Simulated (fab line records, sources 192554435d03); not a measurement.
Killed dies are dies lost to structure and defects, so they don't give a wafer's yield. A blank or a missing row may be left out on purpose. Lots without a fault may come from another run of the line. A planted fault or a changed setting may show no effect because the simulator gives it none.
Chamber matching | flow n5_finfet | N5_BEOL_M10_STRIP_36 on rie_diel-06: 4 sister chambers
The step strips in N2/H2. 18 wafers are shown with their chamber, then 9 later ones without.

WAFERS WITH THEIR CHAMBER
wafer  | chamber | showerhead_plenum_p_Torr (Torr) | throttle_valve_pct (%) | oes_product_au (a.u.)
L077.1 | 2       | 2.42                            | 23.7                   | 0.71
L077.3 | 1       | 2.57                            | 23.6                   | 0.87
L077.4 | 0       | 2.68                            | 23.1                   | 0.83
L081.1 | 3       | 2.68                            | 23.7                   | 0.84
L081.2 | 2       | 2.42                            | 23.7                   | 0.71
L081.3 | 0       | 2.67                            | 23.1                   | 0.84
L083.3 | 2       | 2.42                            | 23.7                   | 0.70
L083.5 | 2       | 2.42                            | 23.7                   | 0.69
L083.6 | 3       | 2.68                            | 23.8                   | 0.84
L085.3 | 2       | 2.41                            | 23.7                   | 0.68
L085.5 | 1       | 2.56                            | 23.7                   | 0.82
L085.6 | 0       | 2.67                            | 23.1                   | 0.81
L086.2 | 2       | 2.41                            | 23.7                   | 0.68
L086.3 | 0       | 2.67                            | 23.1                   | 0.81
L086.5 | 0       | 2.66                            | 23.1                   | 0.81
L089.4 | 1       | 2.55                            | 23.7                   | 0.82
L089.5 | 3       | 2.67                            | 23.8                   | 0.84
L089.6 | 2       | 2.41                            | 23.7                   | 0.69

SIGNATURES (means of the wafers above)
reading                  | chamber 0 | chamber 1 | chamber 2 | chamber 3 | scatter within a chamber
showerhead_plenum_p_Torr | 2.6700    | 2.5600    | 2.4157    | 2.6767    | 0.00675
throttle_valve_pct       | 23.100    | 23.667    | 23.700    | 23.767    | 0.0309
oes_product_au           | 0.8200    | 0.8367    | 0.6943    | 0.8400    | 0.0157
Rule: a wafer's distance from a chamber is the root of the sum, over the readings, of the square of ((its reading less the chamber's mean) divided by the reading's scatter). The wafer belongs to the nearest chamber; if the next one is less than 2 further off, it can't be placed. The scatter: the root of (the sum of the squares of (reading less its chamber's mean) over the shown wafers, divided by (wafers less chambers)).

WAFERS WITHOUT THEIR CHAMBER
wafer  | showerhead_plenum_p_Torr (Torr) | throttle_valve_pct (%) | oes_product_au (a.u.)
L092.1 | 2.67                            | 23.8                   | 0.81
L092.2 | 2.66                            | 23.2                   | 0.79
L092.3 | 2.55                            | 23.7                   | 0.81
L095.1 | 2.41                            | 23.7                   | 0.68
L095.2 | 2.67                            | 23.8                   | 0.83
L095.3 | 2.66                            | 23.2                   | 0.79
L097.1 | 2.67                            | 23.8                   | 0.80
L097.3 | 2.66                            | 23.2                   | 0.79
L097.6 | 2.67                            | 23.8                   | 0.81

WHICH CHAMBER EACH WENT THROUGH
wafer  | from the rows above | in truth
L092.1 | 3                   | 3
L092.2 | 0                   | 0
L092.3 | 1                   | 1
L095.1 | 2                   | 2
L095.2 | 3                   | 3
L095.3 | 0                   | 0
L097.1 | 3                   | 3
L097.3 | 0                   | 0
L097.6 | 3                   | 3
Placed correctly: 9 of 9. Can't be placed from these rows: 0. Placed wrongly: 0.
